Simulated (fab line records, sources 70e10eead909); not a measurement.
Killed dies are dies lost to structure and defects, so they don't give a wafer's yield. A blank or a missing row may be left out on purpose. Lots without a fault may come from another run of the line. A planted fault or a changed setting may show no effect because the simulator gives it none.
fab line records | flow nand_harc
record lots=7 wafers=21 last_day=33
route steps=1302 shown A_M1@1183
lots that met no fault: from a run of the same line without faults
start_h: hours from the record's first day to the start of the lot's first wafer shown | wait_h: hours since the lot's step before | " the same as in the row above | L1.1+2: a row that stands for several wafers | - no value, or no start given | * or withheld: withheld | < > ~ a bound
route shown NAME@n: a module of which the file shows steps, and the number in the route of the first | usual: mean/standard deviation of fault-free wafers | same: alike in all rows | chamber/n: place in a boat | sites: the reading at each site | _std_site: their standard deviation | _edge_site: outer sites' mean less inner sites' | radius_mm: how far each site lies from the wafer's centre | mask NAME#n: copy n | behind: the tool/chamber that last shaped the wafer | hold: why the lot was held/for how many hours/how that ended | device: the transistor (n, p or np) that didn't switch | end of line: the same wafers' tests at the end of the route | a step without rows: its recipe alone | killed: dies lost to structure and defects at the first sort, not the wafer's yield | map: a wafer's dies, x killed, . not, _ none there
set.NAME: the setting as run; set.NAME@STEP: as run at that earlier step | model.NAME: the simulator's own value behind a step, which no gauge read
lots at some steps of the route; a table a step, a row a wafer
services: from which hour (start_h, from the record's first day; less than 0 if before it) a tool's chamber was out of use, for how many hours, and why
## steps
# step NHARC_A_M1_ETCH_35
# recipe target_depth_a=400 overetch_a=120 time_s=43.94 ion_energy_ev=200 n2_flow_sccm=150 h2_flow_sccm=150 ar_flow_sccm=0 rf_w=400 bias_w=150 chemistry=N2/H2
# usual drypump_motor_current_A=5.7/0.44 oes_product_au=1.006/0.012 rf_vpp_V=431.2/2.7 showerhead_plenum_p_Torr=2.06/0.087 throttle_valve_pct=14.171/0.0093
# columns lot.wafer tool chamber start_h wait_h drypump_motor_current_A oes_product_au rf_hours_counter_h rf_vpp_V showerhead_plenum_p_Torr throttle_valve_pct
L935.3 rie_diel-08 2 605.03 0.1 4.9 0.999 2.4 428.9 1.98 14.169
L935.6 " 3 " " 6.5 1.006 - 430.4 2.00 14.184
L935.5 " 0 " " 5.4 0.996 - 428.2 1.94 14.178
L936.2 rie_diel-08 0 646.31 0.1 5.4 0.996 6.6 427.8 1.94 14.173
L936.6 " 2 " " 5.0 1.011 - 429.5 1.98 14.162
L936.5 " 3 " " 6.5 0.996 - 429.6 2.00 14.175
L939.1 rie_diel-11 2 651.82 0.1 5.5 1.019 1.0 432.7 2.11 14.163
L939.4 " 3 " " 5.9 1.002 1.0 432.9 2.10 14.170
L939.2 " 0 " " 6.0 1.009 0.7 435.7 2.17 14.170
L940.3 rie_diel-11 2 654.78 0.1 5.6 1.023 1.2 431.3 2.11 14.170
L940.1 " 3 " " 5.9 1.004 1.2 433.5 2.10 14.192
L940.6 " 3 " " 5.9 0.999 - 433.4 2.10 14.160
L947.4 rie_diel-02 2 727.54 0.1 5.7 1.003 9.1 426.9 1.94 14.181
L947.3 " 3 " " 6.2 1.011 7.3 432.8 2.14 14.174
L947.5 " 2 " " 5.7 1.001 - 428.1 1.94 14.156
L948.2 rie_diel-11 1 730.08 0.1 5.0 1.004 2.8 430.0 2.03 14.163
L948.1 " 3 " " 6.0 0.986 3.1 431.3 2.10 14.182
L948.4 " 3 " " 5.9 1.001 - 432.4 2.10 14.188
L950.2 rie_diel-08 1 756.47 0.1 5.2 0.989 1.1 435.4 2.15 14.173
L950.1 " 2 " " 5.0 1.004 1.8 429.5 1.98 14.164
L950.5 " 3 " " 6.5 0.979 - 429.2 2.00 14.166
# step NHARC_A_M1_ETCH_15
# recipe target_depth_a=1825 time_s=91.2 c4f8_flow_sccm=withheld ar_flow_sccm=400 rf_w=600 bias_w=300 chemistry=C4F8/Ar
# step NHARC_A_M1_CD_MEAS_16
# usual cd_nm=119.6/1.1
# columns lot.wafer tool chamber start_h wait_h cd_nm
L935.3 cd_sem-03 - 605.24 - 120.0
L935.5 " - " " 118.7
L935.6 " - " " 118.4
L936.2 cd_sem-03 - 646.52 - 118.9
L936.5 " - " " 118.3
L936.6 " - " " 118.4
L939.1 cd_sem-02 - 652.04 - 118.8
L939.2 " - " " 118.8
L939.4 " - " " 120.1
L940.1 cd_sem-03 - 655.00 - 120.2
L940.3 " - " " 118.7
L940.6 " - " " 119.8
L947.3 cd_sem-03 - 727.78 - 119.9
L947.4 " - " " 118.7
L947.5 " - " " 118.6
L948.1 cd_sem-02 - 730.33 - 119.9
L948.2 " - " " 119.4
L948.4 " - " " 119.8
L950.1 cd_sem-01 - 756.68 - 120.8
L950.2 " - " " 120.8
L950.5 " - " " 119.3
# step NHARC_A_M1_STRIP_18
# recipe power_w=1000 n2_flow_sccm=150 h2_flow_sccm=150 ar_flow_sccm=0 bias_w=0 chemistry=N2/H2
# step NHARC_A_M1_ETCH_28
# recipe target_depth_a=300 over_etch_frac=0.3 time_s=72.99 ion_energy_ev=150 cf4_flow_sccm=50 n2_flow_sccm=100 ar_flow_sccm=150 rf_w=300 bias_w=100 chemistry=CF4/N2
# usual drypump_motor_current_A=5.7/0.43 oes_product_au=1.005/0.011 rf_vpp_V=314.3/2.1 showerhead_plenum_p_Torr=2.64/0.11 throttle_valve_pct=19.794/0.01
# columns lot.wafer tool chamber start_h wait_h drypump_motor_current_A oes_product_au rf_hours_counter_h rf_vpp_V showerhead_plenum_p_Torr throttle_valve_pct
L935.3 rie_diel-02 1 - - 5.7 1.006 2.0 310.5 2.49 19.808
L935.6 " 2 " " 5.7 1.014 - 312.9 2.51 19.782
L935.5 " 3 " " 6.2 0.997 - 316.6 2.75 19.800
L936.2 rie_diel-11 1 - - 5.0 1.006 0.7 314.6 2.61 19.809
L936.6 " 0 " " 6.0 0.999 - 315.5 2.78 19.801
L936.5 " 1 " " 5.0 1.007 - 312.8 2.61 19.779
L939.1 rie_diel-11 0 - - 6.0 1.014 0.8 315.6 2.78 19.808
L939.2 " 1 " " 5.0 0.999 0.8 312.4 2.61 19.775
L939.4 " 2 " " 5.6 1.038 1.1 316.2 2.71 19.798
L940.3 rie_diel-08 0 - - 5.3 1.000 6.9 311.0 2.50 19.779
L940.1 " 1 " " 5.2 0.996 6.4 316.1 2.76 19.786
L940.6 " 0 " " 5.3 1.005 - 312.9 2.50 19.802
L947.3 rie_diel-02 1 - - 5.7 1.007 8.4 312.7 2.49 19.789
L947.4 " 3 " " 6.1 1.014 7.5 316.0 2.74 19.773
L947.5 " 1 " " 5.7 1.004 - 309.8 2.49 19.805
L948.2 rie_diel-02 1 - - 5.7 1.019 8.5 310.3 2.49 19.793
L948.4 " 2 " " 5.7 1.012 9.2 311.9 2.51 19.807
L948.1 " 3 " " 6.2 0.999 7.5 315.7 2.74 19.780
L950.2 rie_diel-08 2 - - 4.9 1.004 1.9 312.4 2.55 19.803
L950.1 " 3 " " 6.5 0.982 2.0 314.0 2.58 19.784
L950.5 " 1 " " 5.2 1.003 - 317.2 2.76 19.797
# step NHARC_A_M1_STRIP_19
# recipe time_s=600 temp_c=30 chemistry=post_etch_residue_remover
# step NHARC_A_M1_DEGAS_29
# recipe temp_c=250 time_s=60
# step NHARC_A_M1_PRE_CLEAN_30
# recipe time_s=30 temp_c=280 gas=H2/He
# step NHARC_A_M1_PVD_20
# recipe target_thk_a=50 bias_v=168.6 power_w=15000 chamber_pressure_pa=0.12 time_s=8.06 substrate_temp_c=50 material=TaN
# usual bias_v=168.6/1.6 throttle_valve_pct=29.7/0.89
# columns lot.wafer tool chamber start_h wait_h bias_v throttle_valve_pct
L935.3 pvd_sputter-01 - - - 167.8 28.3
L935.5 " - " " 170.7 28.7
L935.6 " - " " 170.3 29.5
L936.2 pvd_sputter-03 - - - 167.4 30.2
L936.6 " - " " 166.7 30.3
L936.5 " - " " 168.7 30.4
L939.4 pvd_sputter-01 - - - 165.7 28.7
L939.2 " - " " 166.2 28.2
L939.1 " - " " 166.6 28.9
L940.3 pvd_sputter-01 - - - 170.9 29.4
L940.1 " - " " 168.5 29.5
L940.6 " - " " 168.8 28.2
L947.3 pvd_sputter-02 - - - 165.7 28.7
L947.4 " - " " 169.2 30.5
L947.5 " - " " 165.9 28.6
L948.1 pvd_sputter-01 - - - 169.7 29.0
L948.2 " - " " 168.8 28.2
L948.4 " - " " 169.8 29.4
L950.1 pvd_sputter-02 - - - 165.3 28.8
L950.2 " - " " 166.9 30.0
L950.5 " - " " 168.3 29.2
# step NHARC_A_M1_PVD_21
# recipe target_thk_a=300 chamber_pressure_pa=5 power_w=5000 substrate_temp_c=30 time_s=20.49 material=Cu
# usual throttle_valve_pct=29.7/0.89
# columns lot.wafer tool chamber start_h wait_h throttle_valve_pct
L935.3 pvd_sputter-01 - - - 29.1
L935.5 " - " " 28.8
L935.6 " - " " 29.6
L936.2 pvd_sputter-03 - - - 30.3
L936.6 " - " " 31.0
L936.5 " - " " 30.1
L939.2 pvd_sputter-01 - - - 28.7
L939.1 " - " " 29.3
L939.4 " - " " 28.2
L940.3 pvd_sputter-01 - - - 29.0
L940.1 " - " " 28.7
L940.6 " - " " 28.6
L947.4 pvd_sputter-02 - - - 30.3
L947.3 " - " " 30.1
L947.5 " - " " 30.5
L948.4 pvd_sputter-01 - - - 28.8
L948.2 " - " " 29.5
L948.1 " - " " 28.4
L950.1 pvd_sputter-02 - - - 28.8
L950.2 " - " " 29.8
L950.5 " - " " 30.4
# step NHARC_A_M1_ECD_22
# recipe target_thk_a=4000 bath_temp_c=25 material=Cu
# step NHARC_A_M1_ANNEAL_31
# recipe temp_c=225 time_s=90
# usual wafer_temp_C_max=226.2/0.45
# columns lot.wafer tool chamber start_h wait_h wafer_temp_C_max
L935.3 rtp_anneal-01 0 606.80 0.3 225.8
L935.5 " 0 " " 225.9
L935.6 " 0 " " 226.3
L936.2 rtp_anneal-01 0 648.02 - 225.9
L936.5 " 0 " " 225.9
L936.6 " 0 " " 225.8
L939.1 rtp_anneal-02 0 653.49 - 226.1
L939.2 " 0 " " 226.2
L939.4 " 0 " " 226.1
L940.1 rtp_anneal-02 0 656.46 0.3 226.2
L940.3 " 0 " " 226.5
L940.6 " 0 " " 226.1
L947.3 rtp_anneal-02 0 729.34 - 227.4
L947.4 " 0 " " 226.5
L947.5 " 0 " " 226.4
L948.1 rtp_anneal-02 0 731.78 - 226.8
L948.2 " 0 " " 227.3
L948.4 " 0 " " 226.6
L950.1 rtp_anneal-01 0 758.14 0.3 225.8
L950.2 " 0 " " 225.5
L950.5 " 0 " " 225.6
# step NHARC_A_M1_CMP_23
# recipe t_overpolish_s=20 target_thk_nm=154.34
# usual edge_zone_pressure_frac=1.000/0.0055 motor_current_A=12.7/1.3 time_to_endpoint_s=30/3.2
# columns lot.wafer tool chamber start_h wait_h edge_zone_pressure_frac motor_current_A time_to_endpoint_s
L935.3 cmp-04 3 607.13 - 0.996 13.6 35
L935.5 " 0 " " 1.006 15.7 38
L935.6 " 1 " " 1.006 13.4 33
L936.2 cmp-04 2 648.40 - - - -
L936.5 " 3 " " - - -
L936.6 " 0 " " - - -
L939.2 cmp-04 2 653.83 - - - -
L939.1 " 3 " " - - -
L939.4 " 0 " " - - -
L940.3 cmp-01 1 656.79 - - - -
L940.1 " 0 " " - - -
L940.6 " 2 " " - - -
L947.3 cmp-02 1 729.58 - 1.008 12.6 32
L947.4 " 0 " " 0.998 11.0 30
L947.5 " 1 " " 0.995 12.6 33
L948.4 cmp-01 1 732.12 - 1.002 12.6 32
L948.1 " 2 " " 0.995 10.9 26
L948.2 " 3 " " 1.000 11.5 34
L950.1 cmp-04 0 758.54 - 0.999 15.8 35
L950.2 " 1 " " 0.996 13.8 30
L950.5 " 2 " " 0.995 12.6 27
# step NHARC_A_M1_THK_MEAS_24
# recipe thk_meas_gauge=xrf
# usual thk_nm=154.9/1.7
# columns lot.wafer tool chamber start_h wait_h thk_nm
L935.3 film_metro-02 - 607.36 - 153.6
L935.5 " - " " 156.8
L935.6 " - " " 154.4
L936.2 film_metro-01 - 648.63 0.2 401.8
L936.5 " - " " 399.1
L936.6 " - " " 399.3
L939.1 film_metro-01 - 654.14 0.3 396.6
L939.2 " - " " 396.7
L939.4 " - " " 393.5
L940.1 film_metro-02 - 657.11 0.2 397.2
L940.3 " - " " 402.1
L940.6 " - " " 404.0
L947.3 film_metro-01 - 729.89 - 156.6
L947.4 " - " " 154.7
L947.5 " - " " 156.1
L948.1 film_metro-02 - 732.43 - 152.0
L948.2 " - " " 156.2
L948.4 " - " " 152.4
L950.1 film_metro-02 - 758.80 - 153.1
L950.2 " - " " 154.0
L950.5 " - " " 152.2
# step NHARC_A_M1_SRD_25
## services
# columns tool chamber start_h hours kind
pvd_sputter-01 - 582.62 10.0 pm
cmp-04 - 600.45 2.0 repair
cmp-04 - 602.49 4.0 pm
rie_diel-11 3 605.89 5.4 repair
rie_diel-11 - 609.50 9.0 pm
cmp-04 - 619.45 3.6 repair
pvd_sputter-02 - 638.02 10.0 pm
pvd_sputter-01 - 648.59 1.1 repair
pvd_sputter-02 - 663.24 1.0 repair
cmp-04 - 668.32 0.8 repair
pvd_sputter-01 - 678.05 0.8 repair
rie_diel-08 - 693.22 1.1 repair
cmp-04 - 700.49 4.0 pm
rie_diel-02 3 711.97 4.3 repair
rie_diel-08 - 712.42 0.2 repair
rie_diel-11 2 720.85 5.4 repair
rie_diel-08 - 721.86 9.0 pm
cmp-04 - 721.86 5.7 repair
rie_diel-11 2 728.76 10.1 repair
cmp-04 - 734.28 4.3 repair
rie_diel-08 - 743.97 0.7 repair
rtp_anneal-02 - 744.00 12.0 pm
pvd_sputter-01 - 748.82 4.2 repair
pvd_sputter-01 - 755.51 3.6 repair
## key
first_sign step=NHARC_A_M1_CMP_23 reading=tool_record direction=missing
effect step=NHARC_A_M1_THK_MEAS_24 reading=thk_nm direction=up sigmas=99+ usual=154.9 struck=398.9
met_at NHARC_A_M1_CMP_23
struck_wafers L936.2,L936.5,L936.6,L939.1,L939.2,L939.4,L940.1,L940.3,L940.6
later_rows_left_out L936.2,L936.5,L936.6,L939.1,L939.2,L939.4,L940.1,L940.3,L940.6
sort_left_out L936.2,L936.5,L936.6,L939.1,L939.2,L939.4,L940.1,L940.3,L940.6
onset_between 607.13 648.40
fault kind=skipped_step_whole tool=cmp-01,cmp-04 chamber=- onset_h=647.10 steps=NHARC_A_M1_CMP_23 scope=struck_lots_only
# sort_left_out: the simulated sort isn't trusted on such a fault, so these wafers' sort isn't shown, and their yield isn't known
# later_rows_left_out: the simulator's readings of these wafers behind a module that went badly wrong aren't trusted and aren't shown, but for the sort
